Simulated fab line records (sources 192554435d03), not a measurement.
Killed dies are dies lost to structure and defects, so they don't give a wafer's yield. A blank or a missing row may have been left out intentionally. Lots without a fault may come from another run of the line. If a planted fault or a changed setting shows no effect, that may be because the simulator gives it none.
fab line records    flow n5_finfet
record: lots: 7  wafers: 21
route steps=1938 shown BEOL_M2@890 BEOL_M3@957 BEOL_M4@1027 BEOL_M6@1201 BEOL_M7@1302
start_h: the number of hours between the record's first day and the start of the first shown wafer of the lot    wait_h: hours from the lot's prior step to this one    " as in the row above    L1.1+2: a single row standing in for several wafers    - no value, or no start was given    * or withheld: withheld    < > ~ a bound
route shown NAME@n: a module of which the file shows steps, and the number in the route of the first    usual: mean and standard deviation over wafers with no fault    same: alike in all rows    chamber/n: place in a boat    sites: per-site readings    _std_site: standard deviation of those values    _edge_site: mean of outer sites minus mean of inner sites    radius_mm: how far each site lies from the wafer's centre    mask NAME#n: copy n    behind: the most recent tool/chamber to have shaped the wafer    hold: reason for holding the lot/hours on hold/outcome of the hold    device: the transistor (n, p or np) that didn't switch    end of line: the same wafers' tests at the end of the route    step lacking rows: just its recipe    killed: count of dies lost to structure and defects at first sort (not the wafer's yield)    map: per-die view of a wafer (x killed, . not killed, _ where there is no die)
set.NAME: setting as actually run; set.NAME@STEP: the setting as run at that earlier step    model.NAME: the simulator's own value behind a step, which no gauge read
lots with deliberately changed settings; one table per step, one row per wafer
== steps ==
step: N5_BEOL_M2_TRENCH_ETCH_37
recipe: chemistry: C4F6/O2  target_depth_a: 555.55  target: SiOC  time_s: 29.2  ion_energy_ev: 250  pressure_mtorr: 30  source_w: 355  bias_w: 185  Ar_flow_sccm: 300  C4F6_flow_sccm: 10  O2_flow_sccm: 10
lot.wafer   tool         chamber  start_h  wait_h  set.source_w
L074.1+2+3  rie_diel-04  3,2,0    -        -       355
L076.2+3+6  rie_diel-02  2,3,3    -        -       355
L078.4+5    rie_diel-03  0,3      -        -       355
L078.6      "            1        "        "       403.9
L080.1+3+6  rie_diel-04  2,1,3    -        -       355
L084.1+2+4  rie_diel-02  1,3,2    -        -       355
L089.2+4    rie_diel-02  0,1      -        -       355
L089.6      "            1        "        "       313.6
L093.2+5+6  rie_diel-03  3,1,2    -        -       355
step: N5_BEOL_M2_ETCH_41
recipe: chemistry: CH3F/O2  target: SiCN  target_depth_a: 299  taper_deg: 2  time_s: 52.5  ion_energy_ev: 120  mask_material: TiN  pressure_mtorr: 30  source_w: 395  bias_w: 75  Ar_flow_sccm: 150  CH3F_flow_sccm: 30  O2_flow_sccm: 20
step: N5_BEOL_M2_STRIP_97
recipe: chemistry: N2/H2  time_s: 10  power_w: 450  temp_c: 40  pressure_mtorr: 20  rf_frequency_hz: 6e+07  bias_power_w: 7  n2_flow_sccm: 200  h2_flow_sccm: 200
step: N5_BEOL_M2_ECD_50
recipe: material: Cu  target_thk_a: 3000
step: N5_BEOL_M2_ANNEAL_51
recipe: temp_c: 225  time_s: 90  ambient: N2
step: N5_BEOL_M2_CMP_52
recipe: stop_on: SiOC  t_overpolish_s: 6.8  down_force_psi: 1  platen_rpm: 50  clearing_platen_down_force_psi: 1.5  clearing_platen_rpm: 50  post_cmp_clean: cu_alkaline  target_thk_nm: 40  clearing_platen_pad_velocity_m_s: 0.99484  pad_velocity_m_s: 0.99484
lot.wafer  tool    chamber  start_h  wait_h  set.source_w@BEOL_M2_TRENCH_ETCH_37  model.Cu_of_BEOL_M2_ECD_50.thk_nm
L074.3     cmp-02  3        144.05   0.2     355                                  40.2
L074.2     "       1        "        "       355                                  39.6
L074.1     "       2        "        "       355                                  39.8
L076.3+2   cmp-02  1,2      158.13   0.2     355                                  40.4
L076.6     "       0        "        "       355                                  39.6
L078.4     cmp-02  0        173.17   0.2     355                                  39.8
L078.6     "       2        "        "       403.9                                43.2
L078.5     "       3        "        "       355                                  40.2
L080.1     cmp-02  1        182.17   0.3     355                                  37.4
L080.3     "       0        "        "       355                                  38.8
L080.6     "       2        "        "       355                                  38.2
L084.1     cmp-04  0        203.02   0.5     355                                  41.8
L084.4     "       1        "        "       355                                  42
L084.2     "       3        "        "       355                                  41.6
L089.2     cmp-04  1        251.68   0.3     355                                  41.8
L089.4     "       3        "        "       355                                  41.4
L089.6     "       2        "        "       313.6                                37.8
L093.2+5   cmp-02  0,2      259.54   0.3     355                                  40.8
L093.6     "       3        "        "       355                                  41.6
step: N5_BEOL_M2_THK_MEAS_53
recipe: thk_meas_gauge: xrf  reads: Cu_of_BEOL_M2_ECD_50
usual: M2_THK: 40.1/1.3
lot.wafer  tool           chamber  start_h  wait_h  set.source_w@BEOL_M2_TRENCH_ETCH_37  M2_THK[nm]
L074.1     film_metro-01  -        144.34   -       355                                  39.8
L074.2     "              -        "        "       355                                  39.6
L074.3     "              -        "        "       355                                  40.1
L076.2     film_metro-01  -        158.35   -       355                                  39.9
L076.3     "              -        "        "       355                                  39.7
L076.6     "              -        "        "       355                                  39.1
L078.4     film_metro-02  -        173.39   -       355                                  39.5
L078.5     "              -        "        "       355                                  39.9
L078.6     "              -        "        "       403.9                                43.1
L080.1     film_metro-01  -        182.46   -       355                                  36.8
L080.3     "              -        "        "       355                                  38.0
L080.6     "              -        "        "       355                                  37.4
L084.1     film_metro-01  -        203.31   -       355                                  41.3
L084.2     "              -        "        "       355                                  40.9
L084.4     "              -        "        "       355                                  41.5
L089.2     film_metro-01  -        251.97   -       355                                  41.0
L089.4     "              -        "        "       355                                  40.7
L089.6     "              -        "        "       313.6                                37.0
L093.2     film_metro-02  -        259.76   -       355                                  40.6
L093.5     "              -        "        "       355                                  40.8
L093.6     "              -        "        "       355                                  41.1
step: N5_BEOL_M2_PRE_CLEAN_60
recipe: gas: NH3/H2  time_s: 15  temp_c: *  rf_power_w: 300
step: N5_BEOL_M2_CO_CAP_55
recipe: material: Co  target_thk_a: 20  temp_c: 200  precursor: CCTBA/H2  pressure_torr: 30  time_s: 102.1
step: N5_BEOL_M2_PRE_CLEAN_56
recipe: gas: NH3  time_s: 15  temp_c: withheld  rf_power_w: 300
step: N5_BEOL_M2_DEP_57
recipe: material: SiCN  target_thk_a: 80  temp_c: withheld  precursor: 3MS/NH3  pressure_torr: 3  rf_w: 202  time_s: 14
step: N5_BEOL_M2_RS_MEAS_58
recipe: thk_meas_gauge: four-point-probe  reads: Co_of_BEOL_M2_CO_CAP_55+Cu_of_BEOL_M2_ECD_50+Co_of_BEOL_M2_CVD_47+TaN_of_BEOL_M2_ALD_84
usual: M2_RS: 0.657/0.027
lot.wafer  tool           chamber  start_h  wait_h  set.source_w@BEOL_M2_TRENCH_ETCH_37  M2_RS[ohm/sq]
L074.1     film_metro-02  -        144.60   0.0     355                                  0.671
L074.2     "              -        "        "       355                                  0.677
L074.3     "              -        "        "       355                                  0.665
L076.2     film_metro-02  -        158.62   0.1     355                                  0.658
L076.3     "              -        "        "       355                                  0.662
L076.6     "              -        "        "       355                                  0.677
L078.4     film_metro-02  -        173.66   0.0     355                                  0.672
L078.5     "              -        "        "       355                                  0.666
L078.6     "              -        "        "       403.9                                0.605
L080.1     film_metro-02  -        182.72   0.1     355                                  0.728
L080.3     "              -        "        "       355                                  0.697
L080.6     "              -        "        "       355                                  0.712
L084.1     film_metro-02  -        203.64   0.0     355                                  0.629
L084.2     "              -        "        "       355                                  0.635
L084.4     "              -        "        "       355                                  0.626
L089.2     film_metro-01  -        252.23   0.1     355                                  0.631
L089.4     "              -        "        "       355                                  0.637
L089.6     "              -        "        "       313.6                                0.722
L093.2     film_metro-01  -        260.02   0.1     355                                  0.651
L093.5     "              -        "        "       355                                  0.650
L093.6     "              -        "        "       355                                  0.634
step: N5_BEOL_M3_COAT_67
recipe: resist: SOC  temp_c: 250  time_s: 60  spin_rpm: 1500  resist_thk_nm: 60
lot.wafer   tool            chamber  start_h  wait_h  set.spin_rpm  model.SOC_of_BEOL_M3_COAT_67.thk_nm
L074.1+2+3  litho_track-01  0        147.18   0.0     1500          59.8
L076.2+3+6  litho_track-03  0        160.53   0.0     1500          60.2
L078.4+5    litho_track-03  0        175.04   0.0     1500          59.8
L078.6      "               0        "        "       1500          60
L080.1      litho_track-01  0        184.82   0.0     1500          60
L080.3      "               0        "        "       1500          60.4
L080.6      "               0        "        "       1500          60.2
L084.1      litho_track-01  0        206.27   0.0     1560          58.8
L084.2      "               0        "        "       1560          58.6
L084.4      "               0        "        "       1500          59.8
L089.2      litho_track-01  0        256.36   0.0     1500          60
L089.4+6    "               0        "        "       1355          63.2
L093.2      litho_track-01  0        262.00   0.0     1395          62
L093.5+6    "               0        "        "       1500          59.8
step: N5_BEOL_M3_COAT_68
recipe: resist: SiARC  temp_c: 220  time_s: 60  spin_rpm: 1500  resist_thk_nm: 12
step: N5_BEOL_M3_COAT_76
recipe: resist: underlayer  temp_c: 205  time_s: 60  spin_rpm: 1500  resist_thk_nm: 5
step: N5_BEOL_M3_ALD_98
recipe: material: SiO2  target_thk_a: 25  temp_c: 100  ald_precursor_family: BDEAS  ald_co_reactant: O2-plasma  pulse_time_s: 1  co_reactant_pulse_time_s: 1  purge_time_s: 2  co_reactant_purge_time_s: 2  ald_cycles: 17  pressure_torr: 2
step: N5_BEOL_M3_ETCHBACK_99
recipe: chemistry: CHF3  target: SiO2  target_depth_a: 50  time_s: 10.4  source_w: 215  bias_w: 47  Ar_flow_sccm: 200  CHF3_flow_sccm: 12  ion_energy_ev: 100  pressure_mtorr: 30
step: N5_BEOL_M3_ETCH_70
recipe: chemistry: N2/H2  target: SOC  target_depth_a: 800  overetch_a: 160  mask_material: SiARC  temp_c: 40  time_s: 120  ion_energy_ev: 200  pressure_mtorr: 30  source_w: 840  bias_w: 150  n2_flow_sccm: 200  h2_flow_sccm: 200
lot.wafer  tool         chamber  start_h  wait_h  set.spin_rpm@BEOL_M3_COAT_67  model.etch.depth_nm
L074.1     rie_diel-05  2        164.99   0.0     1500                          59.88
L074.2     "            0        "        "       1500                          59.8
L074.3     "            1        "        "       1500                          59.83
L076.2     rie_diel-06  0        165.45   0.0     1500                          60.23
L076.3     "            2        "        "       1500                          60.17
L076.6     "            2        "        "       1500                          60.14
L078.4     rie_diel-05  2        176.02   0.0     1500                          59.82
L078.5     "            3        "        "       1500                          59.81
L078.6     "            2        "        "       1500                          59.99
L080.1     rie_diel-01  3        188.72   0.0     1500                          60.06
L080.3     "            2        "        "       1500                          60.39
L080.6     "            1        "        "       1500                          60.26
L084.1     rie_diel-05  3        220.80   0.0     1560                          58.79
L084.2     "            0        "        "       1560                          58.69
L084.4     "            0        "        "       1500                          59.89
L089.2     rie_diel-01  3        258.93   0.0     1500                          60
L089.4+6   "            2        "        "       1355                          63.11
L093.2     rie_diel-01  0        270.82   0.0     1395                          61.97
L093.5     "            1        "        "       1500                          59.89
L093.6     "            3        "        "       1500                          59.75
step: N5_BEOL_M3_STRIP_71
recipe: chemistry: N2/H2  temp_c: 40  n2_flow_sccm: 200  h2_flow_sccm: 200  rf_frequency_hz: 6e+07
step: N5_BEOL_M3_STRIP_78
recipe: chemistry: N2/H2  temp_c: 40  n2_flow_sccm: 200  h2_flow_sccm: 200  rf_frequency_hz: 6e+07
step: N5_BEOL_M3_VIA_ETCH_34
recipe: chemistry: C4F6/O2  target_depth_a: 694  mask_material: SOC  pressure_mtorr: 15  ion_energy_ev: 250  taper_deg: 4  time_s: 65.9  source_w: 350  bias_w: 170  Ar_flow_sccm: 300  C4F6_flow_sccm: 10  O2_flow_sccm: 10
lot.wafer  tool         chamber  start_h  wait_h  set.spin_rpm@BEOL_M3_COAT_67  model.SOC_of_BEOL_M3_COAT_67.thk_nm
L074.1+3   rie_diel-05  2,1      165.09   0.0     1500                          51.6
L074.2     "            0        "        "       1500                          51.8
L076.2     rie_diel-06  0        165.55   0.0     1500                          52.6
L076.3+6   "            2        "        "       1500                          52
L078.4+5   rie_diel-05  2,3      176.12   0.0     1500                          51.6
L078.6     "            2        "        "       1500                          51.8
L080.1+3   rie_diel-01  3,2      188.83   0.0     1500                          52
L080.6     "            1        "        "       1500                          52.6
L084.1     rie_diel-05  3        220.90   0.0     1560                          50.8
L084.2     "            0        "        "       1560                          50.4
L084.4     "            0        "        "       1500                          51.6
L089.2     rie_diel-01  3        259.03   0.0     1500                          52
L089.4+6   "            2        "        "       1355                          54.8
L093.2     rie_diel-01  0        270.92   0.0     1395                          54
L093.5     "            1        "        "       1500                          52.2
L093.6     "            3        "        "       1500                          51.8
step: N5_BEOL_M3_ETCH_41
recipe: chemistry: CH3F/O2  target: SiCN  target_depth_a: 299  taper_deg: 2  time_s: 52.5  ion_energy_ev: 120  mask_material: TiN  pressure_mtorr: 30  source_w: 395  bias_w: 75  Ar_flow_sccm: 150  CH3F_flow_sccm: 30  O2_flow_sccm: 20
lot.wafer  tool         chamber  start_h  wait_h  set.target_depth_a  model.etch.depth_nm
L074.1     rie_diel-05  2        -        -       299                 20.01
L074.2     "            0        "        "       299                 19.72
L074.3     "            1        "        "       299                 19.95
L076.2     rie_diel-06  0        -        -       299                 19.23
L076.3     "            2        "        "       278.6               18.88
L076.6     "            2        "        "       299                 20.21
L078.4     rie_diel-05  2        -        -       312.6               20.99
L078.5     "            3        "        "       299                 19.66
L078.6     "            2        "        "       312.6               20.95
L080.1     rie_diel-01  3        -        -       299                 19.96
L080.3     "            2        "        "       299                 20.23
L080.6     "            1        "        "       299                 19.09
L084.1     rie_diel-05  3        -        -       299                 19.85
L084.2     "            0        "        "       334.7               22.66
L084.4     "            0        "        "       299                 20.14
L089.2     rie_diel-01  3        -        -       299                 19.61
L089.4     "            2        "        "       273.8               18.45
L089.6     "            2        "        "       299                 20.23
L093.2     rie_diel-01  0        -        -       299                 19.79
L093.5     "            1        "        "       264.1               16.71
L093.6     "            3        "        "       299                 19.88
step: N5_BEOL_M4_COAT_73
recipe: resist: underlayer  temp_c: 205  time_s: 60  spin_rpm: 1500  resist_thk_nm: 5
lot.wafer   tool            chamber  start_h  wait_h  set.spin_rpm
L074.1+3    litho_track-05  0        -        -       1500
L074.2      "               0        "        "       1347
L076.2+3    litho_track-02  0        -        -       1500
L076.6      "               0        "        "       1579
L078.4      litho_track-04  0        -        -       1393
L078.5+6    "               0        "        "       1500
L080.1+3+6  litho_track-02  0        -        -       1500
L084.1+2+4  litho_track-04  0        -        -       1500
L089.2+4    litho_track-05  0        -        -       1456
L089.6      "               0        "        "       1500
L093.2+5+6  litho_track-02  0        -        -       1500
step: N5_BEOL_M4_COAT_05
recipe: resist: CAR-EUV  spin_rpm: 1500  resist_thk_nm: 30
lot.wafer   tool            chamber  start_h  wait_h  set.spin_rpm  model.CAR-EUV_of_BEOL_M4_COAT_05.thk_nm
L074.1      litho_track-05  0        -        -       1425          30.8
L074.2      "               0        "        "       1500          30
L074.3      "               0        "        "       1500          30.2
L076.2+3    litho_track-02  0        -        -       1352          31.6
L076.6      "               0        "        "       1500          30
L078.4+5+6  litho_track-04  0        -        -       1500          30
L080.1+6    litho_track-02  0        -        -       1500          30
L080.3      "               0        "        "       1500          30.2
L084.1      litho_track-04  0        -        -       1500          30
L084.2+4    "               0        "        "       1646          28.6
L089.2+6    litho_track-05  0        -        -       1500          30
L089.4      "               0        "        "       1500          30.2
L093.2+5    litho_track-02  0        -        -       1500          30
L093.6      "               0        "        "       1500          29.8
step: N5_BEOL_M4_EBR_07
recipe: solvent: PGMEA  ebr_width_mm: 1.5
step: N5_BEOL_M4_SOFTBAKE_06
recipe: temp_c: 110  time_s: 60  resist: CAR-EUV
step: N5_BEOL_M4_DESCUM_16
recipe: chemistry: O2  time_s: 7  source_power_w: 50  bias_power_w: 20  pressure_mtorr: 20  rf_frequency_hz: 2.712e+07  temp_c: 40  resist: CAR-EUV  o2_flow_sccm: 225
step: N5_BEOL_M4_ETCH_74
recipe: chemistry: N2/H2  target: underlayer  target_depth_a: 65  mask_material: CAR-EUV  time_s: 5.2  ion_energy_ev: 200  pressure_mtorr: 30  source_w: 840  bias_w: 150  n2_flow_sccm: 200  h2_flow_sccm: 200  ends: cleared
lot.wafer  tool         chamber  start_h  wait_h  set.spin_rpm@BEOL_M4_COAT_73  model.etch.depth_nm
L074.1     rie_diel-04  2        171.52   0.0     1500                          4.997
L074.2     "            3        "        "       1347                          5.271
L074.3     "            1        "        "       1500                          4.976
L076.2     rie_diel-03  1        172.32   0.0     1500                          5.013
L076.3     "            3        "        "       1500                          5.011
L076.6     "            3        "        "       1579                          4.886
L078.4     rie_diel-02  1        181.10   0.0     1393                          5.174
L078.5     "            2        "        "       1500                          4.99
L078.6     "            3        "        "       1500                          4.991
L080.1     rie_diel-04  3        194.87   0.0     1500                          5.033
L080.3     "            0        "        "       1500                          5.03
L080.6     "            0        "        "       1500                          5.044
L084.1     rie_diel-04  1        227.89   0.0     1500                          4.992
L084.2     "            0        "        "       1500                          4.993
L084.4     "            3        "        "       1500                          5.01
L089.2     rie_diel-03  2        266.04   0.0     1456                          5.077
L089.4     "            1        "        "       1456                          5.078
L089.6     "            3        "        "       1500                          4.998
L093.2     rie_diel-03  0        279.35   0.0     1500                          4.993
L093.5     "            3        "        "       1500                          5.018
L093.6     "            0        "        "       1500                          5.015
step: N5_BEOL_M6_COAT_05
recipe: resist: CAR-ArF  spin_rpm: 1500  resist_thk_nm: 90
lot.wafer   tool            chamber  start_h  wait_h  set.spin_rpm  model.CAR-ArF_of_BEOL_M6_COAT_05.thk_nm
L074.1      litho_track-05  0        -        -       1500          90.4
L074.2+3    "               0        "        "       1500          90
L076.2+3+6  litho_track-03  0        -        -       1500          90.2
L080.1      litho_track-03  0        -        -       1500          89.8
L080.3+6    "               0        "        "       1500          90
L078.4      litho_track-04  0        -        -       1639          86.4
L078.5      "               0        "        "       1500          89.8
L078.6      "               0        "        "       1639          86
L084.1      litho_track-04  0        -        -       1500          90.2
L084.2      "               0        "        "       1442          92
L084.4      "               0        "        "       1442          92.2
L089.2+4    litho_track-05  0        -        -       1500          89.6
L089.6      "               0        "        "       1500          89.8
L093.2      litho_track-05  0        -        -       1500          89.8
L093.5      "               0        "        "       1500          89.6
L093.6      "               0        "        "       1500          90.2
step: N5_BEOL_M6_EBR_07
recipe: solvent: PGMEA  ebr_width_mm: 1.5
step: N5_BEOL_M6_SOFTBAKE_06
recipe: temp_c: 110  time_s: 60  resist: CAR-ArF
step: N5_BEOL_M6_DESCUM_16
recipe: chemistry: O2  time_s: 7.9  source_power_w: 50  bias_power_w: 20  pressure_mtorr: 20  rf_frequency_hz: 2.712e+07  temp_c: 40  resist: CAR-ArF  o2_flow_sccm: 225
lot.wafer   tool         chamber  start_h  wait_h  set.spin_rpm@BEOL_M6_COAT_05  model.CAR-ArF_of_BEOL_M6_COAT_05.thk_nm
L074.1      rie_diel-03  1        194.11   0.3     1500                          84
L074.2+3    "            0,2      "        "       1500                          83.4
L076.2+6    rie_diel-02  2        194.63   0.3     1500                          83.6
L076.3      "            3        "        "       1500                          83.8
L080.1+3+6  rie_diel-03  3,0,1    218.62   0.3     1500                          83.4
L078.4      rie_diel-02  0        218.86   0.1     1639                          79.8
L078.5      "            1        "        "       1500                          83.2
L078.6      "            2        "        "       1639                          79.4
L084.1      rie_diel-02  1        251.44   0.1     1500                          83.4
L084.2+4    "            3,0      "        "       1442                          85.6
L089.2+6    rie_diel-04  1,3      294.78   0.0     1500                          83.2
L089.4      "            3        "        "       1500                          82.8
L093.2+5    rie_diel-03  2,1      302.46   0.0     1500                          83.2
L093.6      "            0        "        "       1500                          83.6
step: N5_BEOL_M6_ETCH_61
recipe: chemistry: CF4  target: SiARC  target_depth_a: 455  mask_material: CAR-ArF  time_s: 75.8  ion_energy_ev: 80  pressure_mtorr: 40  source_w: 545  bias_w: 36  Ar_flow_sccm: 100  cf4_flow_sccm: 100  ends: cleared
lot.wafer  tool         chamber  start_h  wait_h  set.spin_rpm@BEOL_M6_COAT_05  model.CAR-ArF_of_BEOL_M6_COAT_05.thk_nm
L074.1     rie_diel-03  1        194.15   0.0     1500                          51.4
L074.2     "            0        "        "       1500                          50.8
L074.3     "            2        "        "       1500                          51
L076.2     rie_diel-02  2        194.66   0.0     1500                          50.8
L076.3     "            3        "        "       1500                          51.2
L076.6     "            2        "        "       1500                          51
L080.1+3   rie_diel-03  3,0      218.65   0.0     1500                          50.8
L080.6     "            1        "        "       1500                          51
L078.4     rie_diel-02  0        218.90   0.0     1639                          47.4
L078.5     "            1        "        "       1500                          50.8
L078.6     "            2        "        "       1639                          46.8
L084.1     rie_diel-02  1        251.48   0.0     1500                          51
L084.2+4   "            3,0      "        "       1442                          53
L089.2+6   rie_diel-04  1,3      294.81   0.0     1500                          50.6
L089.4     "            3        "        "       1500                          50.4
L093.2     rie_diel-03  2        302.49   0.0     1500                          50.8
L093.5     "            1        "        "       1500                          50.6
L093.6     "            0        "        "       1500                          51.2
step: N5_BEOL_M6_TRENCH_ETCH_37
recipe: chemistry: C4F6/O2  target_depth_a: 944.35  target: SiCOH_lowk  time_s: 31.5  ion_energy_ev: 250  pressure_mtorr: 30  source_w: 345  bias_w: 185  Ar_flow_sccm: 300  C4F6_flow_sccm: 10  O2_flow_sccm: 10
usual: rf_vpp_V: 672/14
lot.wafer  tool         chamber  start_h  wait_h  set.bias_w  rf_vpp_V
L074.1     rie_diel-03  0        -        -       200.1       720
L074.2     "            2        "        "       200.1       716
L074.3     "            1        "        "       185         678
L076.2     rie_diel-03  2        -        -       185         671
L076.3     "            1        "        "       185         678
L076.6     "            3        "        "       185         687
L080.1     rie_diel-03  3        -        -       185         687
L080.3     "            2        "        "       185         672
L080.6     "            2        "        "       185         672
L078.4     rie_diel-03  2        -        -       185         671
L078.5     "            1        "        "       213.9       759
L078.6     "            0        "        "       185         676
L084.1     rie_diel-04  3        -        -       213.2       710
L084.2     "            0        "        "       185         679
L084.4     "            1        "        "       213.2       751
L089.2     rie_diel-04  0        -        -       185         678
L089.4     "            2        "        "       185         664
L089.6     "            1        "        "       165.3       615
L093.2     rie_diel-04  3        -        -       172.5       601
L093.5     "            1        "        "       172.5       636
L093.6     "            0        "        "       185         677
step: N5_BEOL_M7_ETCH_66
recipe: chemistry: N2/H2  target: SOC  target_depth_a: 800  overetch_a: 160  mask_material: SiARC  temp_c: 40  time_s: 120  ion_energy_ev: 200  pressure_mtorr: 30  source_w: 840  bias_w: 150  n2_flow_sccm: 200  h2_flow_sccm: 200
usual: rf_vpp_V: 523.2/2.8
lot.wafer  tool         chamber  start_h  wait_h  set.bias_w  rf_vpp_V
L074.1     rie_diel-06  3        202.92   0.0     169.1       563.3
L074.2     "            1        "        "       169.1       565.2
L074.3     "            0        "        "       169.1       565.0
L076.2     rie_diel-05  2        204.68   0.0     150         519.2
L076.3     "            3        "        "       150         526.3
L076.6     "            2        "        "       150         520.5
L080.1     rie_diel-06  1        230.36   0.0     150         522.7
L080.3     "            2        "        "       150         517.6
L080.6     "            0        "        "       150         521.6
L078.4     rie_diel-01  2        230.57   0.0     150         521.5
L078.5     "            1        "        "       150         523.0
L078.6     "            2        "        "       150         522.3
L084.1     rie_diel-01  1        260.96   0.0     150         522.8
L084.2     "            2        "        "       123.1       460.8
L084.4     "            3        "        "       123.1       463.5
L089.2     rie_diel-06  1        305.76   0.0     157.5       539.5
L089.4     "            3        "        "       157.5       539.5
L089.6     "            0        "        "       150         524.2
L093.2     rie_diel-01  0        314.42   0.0     150         518.3
L093.5     "            0        "        "       150         519.9
L093.6     "            3        "        "       150         526.8
== key ==
split: step: N5_BEOL_M2_TRENCH_ETCH_37  setting: source_w  stated: 355  by: wafer
response: step: N5_BEOL_M2_CMP_52  reading: model.Cu_of_BEOL_M2_ECD_50.thk_nm  change: +0.271  per: 1%  r: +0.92
response: step: N5_BEOL_M2_THK_MEAS_53  reading: M2_THK  change: +0.279  per: 1%  r: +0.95
response: step: N5_BEOL_M2_RS_MEAS_58  reading: M2_RS  change: -0.00586  per: 1%  r: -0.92
split: step: N5_BEOL_M3_COAT_67  setting: spin_rpm  stated: 1500  by: wafer
response: step: N5_BEOL_M3_COAT_67  reading: model.SOC_of_BEOL_M3_COAT_67.thk_nm  change: -0.32  per: 1%  r: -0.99
response: step: N5_BEOL_M3_ETCH_70  reading: model.etch.depth_nm  change: -0.314  per: 1%  r: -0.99
response: step: N5_BEOL_M3_VIA_ETCH_34  reading: model.SOC_of_BEOL_M3_COAT_67.thk_nm  change: -0.284  per: 1%  r: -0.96
split: step: N5_BEOL_M3_ETCH_41  setting: target_depth_a  stated: 299  by: wafer
response: step: N5_BEOL_M3_ETCH_41  reading: model.etch.depth_nm  change: +0.222  per: 1%  r: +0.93
split: step: N5_BEOL_M4_COAT_73  setting: spin_rpm  stated: 1500  by: wafer
response: step: N5_BEOL_M4_ETCH_74  reading: model.etch.depth_nm  change: -0.0267  per: 1%  r: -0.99
split: step: N5_BEOL_M4_COAT_05  setting: spin_rpm  stated: 1500  by: wafer
response: step: N5_BEOL_M4_COAT_05  reading: model.CAR-EUV_of_BEOL_M4_COAT_05.thk_nm  change: -0.152  per: 1%  r: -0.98
split: step: N5_BEOL_M6_COAT_05  setting: spin_rpm  stated: 1500  by: wafer
response: step: N5_BEOL_M6_COAT_05  reading: model.CAR-ArF_of_BEOL_M6_COAT_05.thk_nm  change: -0.404  per: 1%  r: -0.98
response: step: N5_BEOL_M6_DESCUM_16  reading: model.CAR-ArF_of_BEOL_M6_COAT_05.thk_nm  change: -0.415  per: 1%  r: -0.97
response: step: N5_BEOL_M6_ETCH_61  reading: model.CAR-ArF_of_BEOL_M6_COAT_05.thk_nm  change: -0.417  per: 1%  r: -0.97
split: step: N5_BEOL_M6_TRENCH_ETCH_37  setting: bias_w  stated: 185  by: wafer
response: step: N5_BEOL_M6_TRENCH_ETCH_37  reading: rf_vpp_V  change: +4.91  per: 1%  r: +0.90
split: step: N5_BEOL_M7_ETCH_66  setting: bias_w  stated: 150  by: wafer
response: step: N5_BEOL_M7_ETCH_66  reading: rf_vpp_V  change: +3.36  per: 1%  r: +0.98
